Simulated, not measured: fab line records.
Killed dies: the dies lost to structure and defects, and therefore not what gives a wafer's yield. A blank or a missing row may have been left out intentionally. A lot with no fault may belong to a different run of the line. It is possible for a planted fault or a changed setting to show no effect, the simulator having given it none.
fab line records -- flow nandHarc
[record] lots = 7, wafers = 21, lastDay = 31
route steps=1302 shown A_CHANNEL_HOLE_D2@606 A_CHANNEL_FILL_D2@610 END@1302
lots with no fault: from the same line, run without faults
startH: hours from the record's first day to the start of the lot's first wafer shown -- waitH: hours elapsed since this lot's preceding step -- " repeats the value in the row above -- L1.1+2: a single row standing in for several wafers -- - no value present, or no start provided -- * or withheld: withheld -- < > ~ a bound
route shown NAME@n: NAME is a module with steps in the file, n the number in the route of the first one -- usual: the fault-free wafers' mean and standard deviation -- same: alike in all rows -- chamber/n: place in a boat -- sites: readings site by site -- _std_site: the standard deviation of these -- _edge_site: outer sites' mean less inner sites' -- radiusMm: for every site, how far away it sits from the centre of the wafer -- mask NAME#n: copy n -- behind: the most recent tool/chamber to have shaped the wafer -- hold: reason for holding the lot/hours on hold/outcome of the hold -- device: whichever transistor did not switch (one of n, p or np) -- end of line: tests run on the same wafers once the route is complete -- a step given without rows: its recipe and nothing more -- killed: the dies lost at the first sort to structure and to defects; this is not the yield of the wafer -- map: dies across one wafer; x = killed, . = not, _ = none there
set.NAME: the setting the step ran with; set.NAME@STEP: the setting that earlier step ran with -- model.NAME: the simulator's own value behind a step, which no gauge read
a table for each step, a row for each wafer; lots at some steps of the route
services: the hour from which a tool's chamber was out of use, counted from the record's first day as startH (under 0 if before that day), plus the number of hours and why
[[steps]]
[step NHARC_A_CHANNEL_HOLE_D2_SRD_30]
[step NHARC_A_CHANNEL_HOLE_D2_CD_MEAS_31]
[usual] cdNm = 91.1/1.8
lot.wafer,tool,chamber,startH,waitH,cdNm
L108.1,cdSem-01,-,369.20,-,88.3
L108.3,cdSem-01,-,369.20,-,87.8
L108.6,cdSem-01,-,369.20,-,88.7
L109.1,cdSem-01,-,373.35,-,93.2
L109.3,cdSem-01,-,373.35,-,92.7
L109.5,cdSem-01,-,373.35,-,92.2
L110.1,cdSem-03,-,399.52,-,88.6
L110.4,cdSem-03,-,399.52,-,93.6
L110.6,cdSem-03,-,399.52,-,91.4
L111.4,cdSem-01,-,402.15,-,92.8
L111.5,cdSem-01,-,402.15,-,92.6
L111.6,cdSem-01,-,402.15,-,88.6
L112.2,cdSem-01,-,403.69,-,91.3
L112.4,cdSem-01,-,403.69,-,94.2
L112.5,cdSem-01,-,403.69,-,92.8
L119.2,cdSem-03,-,472.29,-,92.2
L119.4,cdSem-03,-,472.29,-,90.4
L119.6,cdSem-03,-,472.29,-,90.4
L120.1,cdSem-02,-,487.44,-,92.5
L120.2,cdSem-02,-,487.44,-,92.2
L120.4,cdSem-02,-,487.44,-,90.0
[step NHARC_A_CHANNEL_HOLE_D2_XSEM_32]
[recipe] landingEnergyEv = 35000
[step NHARC_A_CHANNEL_HOLE_D2_INSPECT_40]
[usual] rawDefectCount = 280/70
lot.wafer,tool,chamber,startH,waitH,rawDefectCount
L108.1,defectInspect-02,-,369.39,-,314
L108.3,defectInspect-02,-,369.39,-,262
L108.6,defectInspect-02,-,369.39,-,258
L109.1,defectInspect-01,-,373.54,-,275
L109.3,defectInspect-01,-,373.54,-,215
L109.5,defectInspect-01,-,373.54,-,212
L110.1,defectInspect-02,-,399.70,-,295
L110.4,defectInspect-02,-,399.70,-,232
L110.6,defectInspect-02,-,399.70,-,235
L111.4,defectInspect-02,-,402.33,-,252
L111.5,defectInspect-02,-,402.33,-,276
L111.6,defectInspect-02,-,402.33,-,223
L112.2,defectInspect-02,-,403.89,-,325
L112.4,defectInspect-02,-,403.89,-,269
L112.5,defectInspect-02,-,403.89,-,253
L119.2,defectInspect-01,-,472.49,-,260
L119.4,defectInspect-01,-,472.49,-,265
L119.6,defectInspect-01,-,472.49,-,313
L120.1,defectInspect-02,-,487.63,-,197
L120.2,defectInspect-02,-,487.63,-,235
L120.4,defectInspect-02,-,487.63,-,225
[step NHARC_A_CHANNEL_FILL_D2_PRECLEAN_00]
[recipe] timeS = *, tempC = 50, bathAgeMin = 0, chemistry = SC1
[step NHARC_A_CHANNEL_FILL_D2_SRD_01]
[step NHARC_A_CHANNEL_FILL_D2_ALD_02]
[recipe] targetThkA = 60, pulseTimeS = 10, aldCycles = 60, tempC = 300, material = SiO2
[step NHARC_A_CHANNEL_FILL_D2_ALD_03]
[recipe] targetThkA = 60, pulseTimeS = 60, aldCycles = 58, tempC = 630, pressureTorr = 2, material = SiNx
[usual] precursorPulseHeightRel = 1.000/0.021
[same] pulseTimeS = 60
lot.wafer,tool,chamber,startH,waitH,precursorPulseHeightRel
L108.1,aldSinBatch-01,0,-,-,1.040
L108.3,aldSinBatch-01,0,-,-,1.019
L108.6,aldSinBatch-01,0,-,-,1.013
L109.1,aldSinBatch-01,0,-,-,1.001
L109.3,aldSinBatch-01,0,-,-,1.021
L109.5,aldSinBatch-01,0,-,-,1.018
L110.1,aldSinBatch-02,0,-,-,1.022
L110.4,aldSinBatch-02,0,-,-,0.955
L110.6,aldSinBatch-02,0,-,-,0.998
L111.4,aldSinBatch-02,0,-,-,1.000
L111.5,aldSinBatch-02,0,-,-,0.998
L111.6,aldSinBatch-02,0,-,-,0.967
L112.2,aldSinBatch-01,0,-,-,0.967
L112.4,aldSinBatch-01,0,-,-,0.992
L112.5,aldSinBatch-01,0,-,-,0.995
L119.2,aldSinBatch-01,0,-,-,0.971
L119.4,aldSinBatch-01,0,-,-,0.991
L119.6,aldSinBatch-01,0,-,-,0.977
L120.1,aldSinBatch-03,0,-,-,0.958
L120.2,aldSinBatch-03,0,-,-,0.985
L120.4,aldSinBatch-03,0,-,-,1.018
[step NHARC_A_CHANNEL_FILL_D2_ALD_14]
[recipe] targetThkA = 25, pulseTimeS = 10, aldCycles = 25, tempC = 300, material = SiO2
[usual] heaterPowerW = 464/57, precursorPulseHeightRel = 1.001/0.019
[same] pulseTimeS = 10
lot.wafer,tool,chamber,startH,waitH,heaterPowerW,precursorPulseHeightRel
L108.3,aldHk-02,2,376.66,0.1,498,1.015
L108.1,aldHk-02,0,376.66,0.1,529,0.978
L108.6,aldHk-02,3,376.66,0.1,513,1.011
L109.3,aldHk-02,2,380.77,0.1,497,0.982
L109.1,aldHk-02,0,380.77,0.1,533,0.995
L109.5,aldHk-02,2,380.77,0.1,502,1.021
L111.4,aldHk-02,2,409.60,2.7,512,1.022
L111.6,aldHk-02,0,409.60,2.7,520,1.022
L111.5,aldHk-02,1,409.60,2.7,441,0.994
L110.4,aldHk-02,2,409.75,2.9,491,1.003
L110.1,aldHk-02,1,409.75,2.9,449,0.981
L110.6,aldHk-02,3,409.75,2.9,504,1.003
L112.2,aldHk-02,2,411.13,0.1,494,1.023
L112.4,aldHk-02,3,411.13,0.1,487,0.992
L112.5,aldHk-02,0,411.13,0.1,554,0.992
L119.4,aldHk-03,2,479.77,0.1,368,1.001
L119.2,aldHk-03,0,479.77,0.1,512,1.003
L119.6,aldHk-03,2,479.77,0.1,375,1.029
L120.4,aldHk-04,1,494.82,0.0,526,1.005
L120.1,aldHk-04,3,494.82,0.0,388,1.042
L120.2,aldHk-04,0,494.82,0.0,400,1.011
[step NHARC_A_CHANNEL_FILL_D2_ALD_15]
[recipe] targetThkA = 20, pulseTimeS = 60, aldCycles = 19, tempC = 630, pressureTorr = 2, material = SiNx
[usual] precursorPulseHeightRel = 1.003/0.023
[same] pulseTimeS = 60
lot.wafer,tool,chamber,startH,waitH,precursorPulseHeightRel
L108.1,aldSinBatch-02,0,379.79,2.9,0.981
L108.3,aldSinBatch-02,0,379.79,2.9,0.989
L108.6,aldSinBatch-02,0,379.79,2.9,1.015
L109.1,aldSinBatch-03,0,-,-,1.015
L109.3,aldSinBatch-03,0,-,-,1.020
L109.5,aldSinBatch-03,0,-,-,1.001
L110.1,aldSinBatch-01,0,-,-,0.978
L110.4,aldSinBatch-01,0,-,-,1.003
L110.6,aldSinBatch-01,0,-,-,1.002
L111.4,aldSinBatch-01,0,-,-,1.032
L111.5,aldSinBatch-01,0,-,-,0.999
L111.6,aldSinBatch-01,0,-,-,0.989
L112.2,aldSinBatch-01,0,-,-,0.957
L112.4,aldSinBatch-01,0,-,-,0.992
L112.5,aldSinBatch-01,0,-,-,1.021
L119.2,aldSinBatch-03,0,-,-,0.994
L119.4,aldSinBatch-03,0,-,-,1.025
L119.6,aldSinBatch-03,0,-,-,1.014
L120.1,aldSinBatch-01,0,-,-,0.999
L120.2,aldSinBatch-01,0,-,-,0.985
L120.4,aldSinBatch-01,0,-,-,1.065
[step NHARC_A_CHANNEL_FILL_D2_ALD_16]
[recipe] targetThkA = 15, pulseTimeS = 10, aldCycles = 15, tempC = 300, material = SiO2
[usual] heaterPowerW = 454/57, precursorPulseHeightRel = 1.001/0.019
[same] pulseTimeS = 10
lot.wafer,tool,chamber,startH,waitH,heaterPowerW,precursorPulseHeightRel
L108.1,aldHk-04,1,381.84,0.0,483,1.021
L108.3,aldHk-04,0,381.84,0.0,402,0.991
L108.6,aldHk-04,2,381.84,0.0,420,1.009
L109.3,aldHk-04,2,385.95,0.1,423,0.985
L109.1,aldHk-04,3,385.95,0.1,385,1.006
L109.5,aldHk-04,1,385.95,0.1,518,0.988
L111.4,aldHk-03,2,414.69,0.0,369,1.011
L111.6,aldHk-03,2,414.69,0.0,362,1.022
L111.5,aldHk-03,3,414.69,0.0,457,1.006
L110.1,aldHk-04,0,414.72,0.1,408,0.987
L110.4,aldHk-04,2,414.72,0.1,423,0.992
L110.6,aldHk-04,3,414.72,0.1,391,0.984
L112.4,aldHk-03,3,414.86,0.2,473,0.980
L112.2,aldHk-03,0,414.86,0.2,511,1.017
L112.5,aldHk-03,0,414.86,0.2,511,0.993
L119.2,aldHk-04,1,484.95,0.1,522,1.030
L119.4,aldHk-04,2,484.95,0.1,410,1.012
L119.6,aldHk-04,1,484.95,0.1,535,1.033
L120.4,aldHk-02,0,500.93,1.0,552,0.992
L120.1,aldHk-02,1,500.93,1.0,452,1.000
L120.2,aldHk-02,2,500.93,1.0,519,0.991
[step NHARC_A_CHANNEL_FILL_D2_ANNEAL_17]
[recipe] tempC = 850, timeS = 1800
[step NHARC_A_CHANNEL_FILL_D2_CVD_18]
[recipe] targetThkA = 30, tempC = 550, material = poly-Si
[usual] spikeTcCentreC = 550.3/1.3, zonePowerBottomPct = 11.3/0.69, zonePowerCentrePct = 7.5/0.68, zonePowerUpperPct = 6.9/0.3
lot.wafer,tool,chamber,startH,waitH,spikeTcCentreC,zonePowerBottomPct,zonePowerCentrePct,zonePowerUpperPct
L108.1,lpcvdPoly-04,0,391.06,-,549.7,11.9,8.1,7.0
L108.3,lpcvdPoly-04,0,391.06,-,548.0,11.9,8.1,7.0
L108.6,lpcvdPoly-04,0,391.06,-,549.2,11.8,8.2,7.1
L108.1,lpcvdPoly-04,0,394.63,1.9,549.7,12.2,8.2,7.0
L108.3,lpcvdPoly-04,0,394.63,1.9,550.7,11.9,8.2,6.9
L108.6,lpcvdPoly-04,0,394.63,1.9,550.3,11.8,8.3,6.9
L109.1,lpcvdPoly-04,0,395.18,-,550.2,11.9,8.2,7.0
L109.3,lpcvdPoly-04,0,395.18,-,551.6,11.6,8.1,6.9
L109.5,lpcvdPoly-04,0,395.18,-,549.8,12.1,8.3,7.0
L109.1,lpcvdPoly-04,0,399.66,2.8,550.1,11.9,8.0,7.0
L109.3,lpcvdPoly-04,0,399.66,2.8,550.4,12.0,8.3,6.9
L109.5,lpcvdPoly-04,0,399.66,2.8,550.2,11.8,8.2,7.0
L110.1,lpcvdPoly-03,0,424.35,-,551.6,11.2,6.6,7.3
L110.4,lpcvdPoly-03,0,424.35,-,553.9,11.2,6.6,7.2
L110.6,lpcvdPoly-03,0,424.35,-,551.3,11.4,6.6,7.2
L111.4,lpcvdPoly-03,0,424.35,-,551.4,11.4,6.7,7.2
L111.5,lpcvdPoly-03,0,424.35,-,550.8,11.5,6.7,7.4
L111.6,lpcvdPoly-03,0,424.35,-,552.2,11.3,6.6,7.3
L112.2,lpcvdPoly-03,0,424.35,-,552.3,11.3,6.6,7.3
L112.4,lpcvdPoly-03,0,424.35,-,550.6,11.3,6.7,7.3
L112.5,lpcvdPoly-03,0,424.35,-,551.6,11.2,6.6,7.3
L112.2,lpcvdPoly-03,0,426.55,0.5,552.5,11.4,6.7,7.2
L112.4,lpcvdPoly-03,0,426.55,0.5,550.4,11.3,6.6,7.2
L112.5,lpcvdPoly-03,0,426.55,0.5,552.3,11.3,6.7,7.2
L119.2,lpcvdPoly-03,0,495.80,-,550.9,11.3,6.7,7.1
L119.4,lpcvdPoly-03,0,495.80,-,551.7,11.3,6.7,7.3
L119.6,lpcvdPoly-03,0,495.80,-,552.8,11.4,6.7,7.3
L120.1,lpcvdPoly-03,0,512.11,-,552.0,11.4,6.8,7.3
L120.2,lpcvdPoly-03,0,512.11,-,551.7,11.3,6.7,7.2
L120.4,lpcvdPoly-03,0,512.11,-,551.8,11.3,6.7,7.2
[step NHARC_A_CHANNEL_FILL_D2_ETCHBACK_19]
[recipe] targetDepthA = 50, timeS = 1.7, hbrFlowSccm = 150, cl2FlowSccm = 50, rfW = 400, icpW = 400, biasW = 100, chemistry = HBr/Cl2
[usual] biasW = 99.99/0.28, drypumpMotorCurrentA = 5.6/0.4, oesProductAu = 1.000/0.012, throttleValvePct = 26.406/0.0086
lot.wafer,tool,chamber,startH,waitH,biasW,drypumpMotorCurrentA,oesProductAu,rfHoursCounterH,throttleValvePct
L108.3,rieSi-05,1,397.05,0.7,100.28,5.8,1.005,0.4,26.410
L108.1,rieSi-05,2,397.05,0.7,99.97,6.4,0.995,0.4,26.397
L108.6,rieSi-05,2,397.05,0.7,100.29,6.4,0.981,-,26.395
L109.1,rieSi-05,2,402.06,0.7,100.53,6.4,0.997,0.5,26.416
L109.3,rieSi-05,0,402.06,0.7,99.90,5.0,1.030,0.3,26.406
L109.5,rieSi-05,1,402.06,0.7,99.80,5.8,0.998,-,26.396
L110.4,rieSi-05,1,426.42,0.4,99.89,5.8,0.977,0.6,26.418
L110.1,rieSi-05,3,426.42,0.4,99.64,5.5,0.988,0.6,26.396
L110.6,rieSi-05,1,426.42,0.4,100.37,5.8,0.988,-,26.409
L111.4,rieSi-04,2,426.43,0.4,99.92,5.6,0.994,0.5,26.410
L111.5,rieSi-04,2,426.43,0.4,100.42,5.6,0.985,-,26.404
L111.6,rieSi-04,3,426.43,0.4,99.83,5.6,0.993,-,26.404
L112.4,rieSi-02,2,428.95,0.7,100.35,5.9,1.004,0.8,26.403
L112.2,rieSi-02,3,428.95,0.7,100.05,5.1,1.003,0.8,26.395
L112.5,rieSi-02,2,428.95,0.7,99.98,5.9,1.016,-,26.411
L119.4,rieSi-04,1,497.85,0.4,99.61,6.1,0.997,0.9,26.404
L119.2,rieSi-04,0,497.85,0.4,100.15,5.8,0.988,0.9,26.407
L119.6,rieSi-04,1,497.85,0.4,99.71,6.1,1.003,-,26.418
L120.4,rieSi-02,3,514.18,0.4,100.03,5.1,1.013,0.3,26.415
L120.1,rieSi-02,0,514.18,0.4,100.32,5.2,1.008,0.3,26.408
L120.2,rieSi-02,1,514.18,0.4,100.19,5.5,0.993,0.3,26.399
[step NHARC_END_SORT_01]
[recipe] tempC = 25
[usual] killedAtArray = 55/17, killedAtOther = 0.9/1.2, killedAtPeriphery = 3.7/2.5, killedDies = 59/18, killedOpen = 3.4/1.9, killedShort = 2.6/1.6
[same] grossDies = 677
lot.wafer,tool,chamber,startH,waitH,killedAtArray,killedAtOther,killedAtPeriphery,killedDies,killedOpen,killedShort
L108.1,prober-01,0,639.43,2.5,674,1,2,677,6,2
L108.3,prober-01,0,641.04,3.1,676,0,1,677,4,2
L108.6,prober-01,0,643.45,4.0,673,0,4,677,4,3
L109.1,prober-02,0,643.59,2.5,672,2,3,677,4,2
L109.3,prober-02,0,645.18,3.1,673,0,4,677,4,5
L109.5,prober-02,0,646.77,3.7,674,2,1,677,5,1
L112.2,prober-01,0,674.01,2.8,669,1,7,677,6,3
L112.4,prober-01,0,675.61,3.4,670,0,7,677,4,4
L112.5,prober-01,0,676.41,3.7,668,0,9,677,6,0
// killed by level:class
L108.1 A_CHANNEL_FILL_D2:areaCvd=604 A_CHANNEL_HOLE_D1:chamberFilmFlake=33 A_SLIT:chamberFilmFlake=17 A_CHANNEL_HOLE_D2:chamberFilmFlake=6 A_BONDPAD:chamberFilmFlake=4 A_DECK1_JOINT:geometricParticle:short=2 A_M0:geometricParticle:open=2 P_GATE:chamberFilmFlake=2
L108.3 A_CHANNEL_FILL_D2:areaCvd=602 A_CHANNEL_HOLE_D1:chamberFilmFlake=32 A_SLIT:chamberFilmFlake=15 A_CHANNEL_HOLE_D2:chamberFilmFlake=11 A_SGD_CUT:chamberFilmFlake=4 A_BONDPAD:chamberFilmFlake=3 P_M2:geometricParticle:open=1 A_ONON_D1:geometricParticle:short=1
L108.6 A_CHANNEL_FILL_D2:areaCvd=582 A_CHANNEL_HOLE_D1:chamberFilmFlake=32 A_SLIT:chamberFilmFlake=32 A_CHANNEL_HOLE_D2:chamberFilmFlake=10 A_SGD_CUT:chamberFilmFlake=4 P_GATE:chamberFilmFlake=3 A_DECK1_JOINT:geometricParticle:open=2 A_STAIRCASE:chamberFilmFlake=2
L109.1 A_CHANNEL_FILL_D2:areaCvd=642 A_CHANNEL_HOLE_D2:chamberFilmFlake=16 A_STAIRCASE:chamberFilmFlake=5 P_M0:geometricParticle:open=2 A_CHANNEL_HOLE_D1:chamberFilmFlake=2 THIN_TSV:chamberFilmFlake=2 A_SLIT:geometricParticle:short=1 A_WL_FILL:geometricParticle:open=1
L109.3 A_CHANNEL_FILL_D2:areaCvd=646 A_CHANNEL_HOLE_D2:chamberFilmFlake=11 P_CONTACT:geometricParticle:open=2 A_CONTACT:geometricParticle:short=2 A_CHANNEL_FILL_D2:chamberFilmFlake=2 A_STAIRCASE:chamberFilmFlake=2 A_SLIT:chamberFilmFlake=2 A_BONDPAD:chamberFilmFlake=2
L109.5 A_CHANNEL_FILL_D2:areaCvd=643 A_CHANNEL_HOLE_D2:chamberFilmFlake=10 A_CHANNEL_HOLE_D1:chamberFilmFlake=7 A_STAIRCASE:chamberFilmFlake=5 A_CHANNEL_FILL_D2:chamberFilmFlake=2 A_CONTACT:chamberFilmFlake=2 P_STI:geometricParticle:open=1 A_ONON_D1:geometricParticle:open=1
L112.2 A_CHANNEL_FILL_D2:areaCvd=617 A_CHANNEL_HOLE_D1:chamberFilmFlake=28 A_CONTACT:chamberFilmFlake=5 P_STI:chamberFilmFlake=3 A_STAIRCASE:chamberFilmFlake=3 A_CHANNEL_FILL_D1:chamberFilmFlake=3 P_ZERO_WELL:chamberFilmFlake=2 A_CHANNEL_HOLE_D2:chamberFilmFlake=2
L112.4 A_CHANNEL_FILL_D2:areaCvd=623 A_CHANNEL_HOLE_D1:chamberFilmFlake=31 A_STAIRCASE:chamberFilmFlake=4 P_STI:chamberFilmFlake=3 P_CONTACT:geometricParticle:open=2 A_CHANNEL_FILL_D1:geometricParticle:short=2 A_CHANNEL_FILL_D1:chamberFilmFlake=2 A_ONON_D1:geometricParticle:short=1
L112.5 A_CHANNEL_FILL_D2:areaCvd=615 A_CHANNEL_HOLE_D1:chamberFilmFlake=35 P_STI:chamberFilmFlake=6 A_STAIRCASE:chamberFilmFlake=5 A_CONTACT:chamberFilmFlake=5 P_GATE:geometricParticle:open=2 A_CHANNEL_FILL_D1:geometricParticle:open=1 A_CHANNEL_FILL_D2:geometricParticle:open=1
// map L108.1 (x killed, . not)
____________x____________
_________xxxxxxx_________
_______xxxxxxxxxxx_______
______xxxxxxxxxxxxx______
_____xxxxxxxxxxxxxxx_____
____xxxxxxxxxxxxxxxxx____
____xxxxxxxxxxxxxxxxx____
___xxxxxxxxxxxxxxxxxxx___
___xxxxxxxxxxxxxxxxxxx___
__xxxxxxxxxxxxxxxxxxxxx__
__xxxxxxxxxxxxxxxxxxxxx__
_xxxxxxxxxxxxxxxxxxxxxxx_
_xxxxxxxxxxxxxxxxxxxxxxx_
_xxxxxxxxxxxxxxxxxxxxxxx_
_xxxxxxxxxxxxxxxxxxxxxxx_
_xxxxxxxxxxxxxxxxxxxxxxx_
xxxxxxxxxxxxxxxxxxxxxxxxx
xxxxxxxxxxxxxxxxxxxxxxxxx
xxxxxxxxxxxxxxxxxxxxxxxxx
xxxxxxxxxxxxxxxxxxxxxxxxx
xxxxxxxxxxxxxxxxxxxxxxxxx
_xxxxxxxxxxxxxxxxxxxxxxx_
_xxxxxxxxxxxxxxxxxxxxxxx_
_xxxxxxxxxxxxxxxxxxxxxxx_
_xxxxxxxxxxxxxxxxxxxxxxx_
_xxxxxxxxxxxxxxxxxxxxxxx_
__xxxxxxxxxxxxxxxxxxxxx__
__xxxxxxxxxxxxxxxxxxxxx__
___xxxxxxxxxxxxxxxxxxx___
___xxxxxxxxxxxxxxxxxxx___
____xxxxxxxxxxxxxxxxx____
____xxxxxxxxxxxxxxxxx____
_____xxxxxxxxxxxxxxx_____
______xxxxxxxxxxxxx______
_______xxxxxxxxxxx_______
_________xxxxxxx_________
____________x____________
// map L109.1 (x killed, . not)
____________x____________
_________xxxxxxx_________
_______xxxxxxxxxxx_______
______xxxxxxxxxxxxx______
_____xxxxxxxxxxxxxxx_____
____xxxxxxxxxxxxxxxxx____
____xxxxxxxxxxxxxxxxx____
___xxxxxxxxxxxxxxxxxxx___
___xxxxxxxxxxxxxxxxxxx___
__xxxxxxxxxxxxxxxxxxxxx__
__xxxxxxxxxxxxxxxxxxxxx__
_xxxxxxxxxxxxxxxxxxxxxxx_
_xxxxxxxxxxxxxxxxxxxxxxx_
_xxxxxxxxxxxxxxxxxxxxxxx_
_xxxxxxxxxxxxxxxxxxxxxxx_
_xxxxxxxxxxxxxxxxxxxxxxx_
xxxxxxxxxxxxxxxxxxxxxxxxx
xxxxxxxxxxxxxxxxxxxxxxxxx
xxxxxxxxxxxxxxxxxxxxxxxxx
xxxxxxxxxxxxxxxxxxxxxxxxx
xxxxxxxxxxxxxxxxxxxxxxxxx
_xxxxxxxxxxxxxxxxxxxxxxx_
_xxxxxxxxxxxxxxxxxxxxxxx_
_xxxxxxxxxxxxxxxxxxxxxxx_
_xxxxxxxxxxxxxxxxxxxxxxx_
_xxxxxxxxxxxxxxxxxxxxxxx_
__xxxxxxxxxxxxxxxxxxxxx__
__xxxxxxxxxxxxxxxxxxxxx__
___xxxxxxxxxxxxxxxxxxx___
___xxxxxxxxxxxxxxxxxxx___
____xxxxxxxxxxxxxxxxx____
____xxxxxxxxxxxxxxxxx____
_____xxxxxxxxxxxxxxx_____
______xxxxxxxxxxxxx______
_______xxxxxxxxxxx_______
_________xxxxxxx_________
____________x____________
[[services]]
tool,chamber,startH,hours,kind
aldHk-02,2,351.84,10.0,ventCycle
aldHk-02,3,351.84,10.0,ventCycle
aldHk-02,0,361.84,-,clean
aldHk-02,1,361.84,-,clean
aldHk-02,2,361.84,-,clean
aldHk-02,3,361.84,-,clean
rieSi-04,3,381.09,26.1,repair
lpcvdPoly-03,-,386.00,26.0,pm
rieSi-05,0,398.06,2.1,repair
rieSi-02,3,404.78,11.6,repair
rieSi-02,1,430.99,8.6,repair
aldHk-04,-,437.59,10.0,pm
aldHk-04,0,437.59,10.0,ventCycle
aldHk-04,1,437.59,10.0,ventCycle
aldHk-04,2,437.59,10.0,ventCycle
aldHk-04,3,437.59,10.0,ventCycle
rieSi-02,3,438.19,4.3,repair
aldHk-04,0,447.59,-,clean
aldHk-04,1,447.59,-,clean
aldHk-04,2,447.59,-,clean
rieSi-02,-,454.02,9.0,pm
aldHk-02,-,460.82,0.8,repair
rieSi-05,-,482.00,9.0,pm
aldSinBatch-01,-,506.00,26.0,pm
[[key]]
[firstSign] step = NHARC_A_CHANNEL_FILL_D2_CVD_18, reading = visit, direction = added
[effect] step = NHARC_END_SORT_01, reading = killedAtArray, direction = up, sigmas = 36, usual = 55, struck = 672
[moreKillsBornAt] NHARC_A_CHANNEL_FILL_D2_CVD_18@lpcvdPoly-04 = 3719, NHARC_A_CHANNEL_FILL_D2_CVD_18@lpcvdPoly-03 = 1856
metAt NHARC_A_CHANNEL_FILL_D2_CVD_18
struckWafers L108.1,L108.3,L108.6,L109.1,L109.3,L109.5,L112.2,L112.4,L112.5
laterRowsLeftOut L108.1,L108.3,L108.6,L109.1,L109.3,L109.5,L112.2,L112.4,L112.5
testerLeftOut L108,L109,L112
[fault] kind = repeatedStepWhole, tool = lpcvdPoly-01,lpcvdPoly-03,lpcvdPoly-04, chamber = -, onsetH = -, steps = NHARC_A_CHANNEL_FILL_D2_CVD_18, times = 1, scope = struckLotsOnly
// testerLeftOut: of these lots the tester's yield and bins aren't shown, on N5 and GAA mostly nor the transistor test; their killed dies are dies lost to structure and defects alone, not to doping, threshold or leakage, so they don't give the yield
// laterRowsLeftOut: the simulator's readings of these wafers behind a module that went badly wrong aren't trusted and aren't shown, but for the sort
